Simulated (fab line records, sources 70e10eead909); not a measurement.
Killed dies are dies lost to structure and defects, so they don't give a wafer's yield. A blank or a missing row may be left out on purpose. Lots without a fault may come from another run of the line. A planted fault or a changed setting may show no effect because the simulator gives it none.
Which tool did it? | flow nand_harc | 11 lots, 33 wafers sampled, at 5 steps of a route of 1302

WHAT THE GAUGES READ, wafer by wafer
NHARC_END_SORT_01.
lot  | measured     | on        | killed_at_array
L579 | day 25 10:31 | prober-02 | 68 75 71
L582 | day 27 16:29 | prober-02 | 672 668 666
L584 | day 28 01:38 | prober-01 | 674 670 672
L591 | day 31 04:52 | prober-01 | 66 66 64
L593 | day 31 12:39 | prober-01 | 52 58 52
L595 | day 32 02:43 | prober-02 | 38 38 43

WHICH TOOL RAN EACH LOT (tool, then ch and the chambers of the sampled wafers, then the start)
lot  | NHARC_A_STAIRCASE_ETCH_199                    | NHARC_A_STAIRCASE_TRIM_202                    | NHARC_A_STAIRCASE_TRIM_229         | NHARC_A_STAIRCASE_ETCH_230
L578 | rie_diel-02 ch 1,2, day 16 10:32 or earlier   | rie_diel-02 ch 0,3, day 16 10:32 or earlier   | rie_diel-11 ch 1,2, day 16 10:32   | rie_diel-11 ch 0,3, day 16 10:44
L577 | rie_diel-11 ch 0,1, day 16 10:46 or earlier   | rie_diel-11 ch 0,3, day 16 10:46 or earlier   | rie_diel-02 ch 0,1,2, day 16 10:46 | rie_diel-02 ch 0,1,3, day 16 10:56
L579 | rie_diel-02 ch 0,1,2, day 17 06:22 or earlier | rie_diel-02 ch 1,2,3, day 17 06:22 or earlier | rie_diel-02 ch 0,1,2, day 17 06:22 | rie_diel-02 ch 1,2,3, day 17 06:34
L582 | rie_diel-02 ch 0,1,2, day 19 00:31 or earlier | rie_diel-02 ch 0,1,3, day 19 00:31 or earlier | rie_diel-02 ch 0,2,3, day 19 00:31 | rie_diel-02 ch 0,1,3, day 19 00:43
L584 | rie_diel-02 ch 2,3, day 19 18:55 or earlier   | rie_diel-02 ch 0,2,3, day 19 18:55 or earlier | rie_diel-11 ch 0,2,3, day 19 18:55 | rie_diel-11 ch 1,2, day 19 19:04
L591 | rie_diel-02 ch 0,2,3, day 22 16:08 or earlier | rie_diel-02 ch 1,3, day 22 16:08 or earlier   | rie_diel-11 ch 1,2,3, day 22 16:08 | rie_diel-11 ch 0,1,3, day 22 16:17
L593 | rie_diel-11 ch 1,2, day 23 04:16 or earlier   | rie_diel-11 ch 0,3, day 23 04:16 or earlier   | rie_diel-11 ch 1,3, day 23 04:16   | rie_diel-11 ch 0,3, day 23 04:26
L594 | rie_diel-02 ch 1,2,3, day 23 13:13 or earlier | rie_diel-02 ch 0,1,3, day 23 13:13 or earlier | rie_diel-10 ch 0,1,2, day 23 13:13 | rie_diel-10 ch 1,3, day 23 13:24
L595 | rie_diel-11 ch 1,2, day 23 23:52 or earlier   | rie_diel-11 ch 1,2, day 23 23:52 or earlier   | rie_diel-11 ch 0,1, day 23 23:52   | rie_diel-11 ch 0,1,3, day 24 00:02
L597 | rie_diel-10 ch 0,1,2, day 24 16:43 or earlier | rie_diel-10 ch 1,2, day 24 16:43 or earlier   | rie_diel-11 ch 0,3, day 24 16:43   | rie_diel-11 ch 0,2,3, day 24 16:55
L598 | rie_diel-10 ch 1,2,3, day 25 08:44 or earlier | rie_diel-10 ch 0,2,3, day 25 08:44 or earlier | rie_diel-02 ch 0,1,3, day 25 08:44 | rie_diel-02 ch 0,1, day 25 08:52
- NHARC_A_STAIRCASE_ETCH_199: etches the open film in C4F8/O2, target depth 100 nm, time 40.5 s.
- NHARC_A_STAIRCASE_TRIM_202: chemistry O2, time 211.2 s.
- NHARC_A_STAIRCASE_TRIM_229: chemistry O2, time 211.2 s.
- NHARC_A_STAIRCASE_ETCH_230: etches the open film in C4F8/O2, target depth 100 nm, time 40.5 s.

THE ANSWER, worked out from the rows above alone
Rule: what is usual is taken from the lots themselves. Put in order of their means at a reading, lots are off if they are a third of the lots or fewer, leave a main group of 4 or more, and stand apart from it by a gap of 3 or more times the standard deviation of the main group's means; of several such gaps the widest counts. A main group whose means are all the same, to the digits that the tables above print for the reading, isn't used. A lot without any number at a reading at which 4 lots or more have one is off too. The other lots that the step has rows for count as sound.
Off: L582, L584, at NHARC_END_SORT_01 (killed_at_array). The main group: mean 58, standard deviation 12. Neither off nor sound, because the step has no rows for them: L578, L577, L594, L597, L598.
A tool fits if, at a process step before that reading, it ran every lot that is off, and no sound lot after the first of them. The gauges at NHARC_END_SORT_01 are tried like those tools. NHARC_A_STAIRCASE_ETCH_199 gives no start for some lots, so the hours and the order of its lots are those of NHARC_A_STAIRCASE_TRIM_229. NHARC_A_STAIRCASE_TRIM_202 gives no start for some lots, so the hours and the order of its lots are those of NHARC_A_STAIRCASE_TRIM_229. None of those tried fits.

WHAT THE SIMULATOR HAD PUT IN
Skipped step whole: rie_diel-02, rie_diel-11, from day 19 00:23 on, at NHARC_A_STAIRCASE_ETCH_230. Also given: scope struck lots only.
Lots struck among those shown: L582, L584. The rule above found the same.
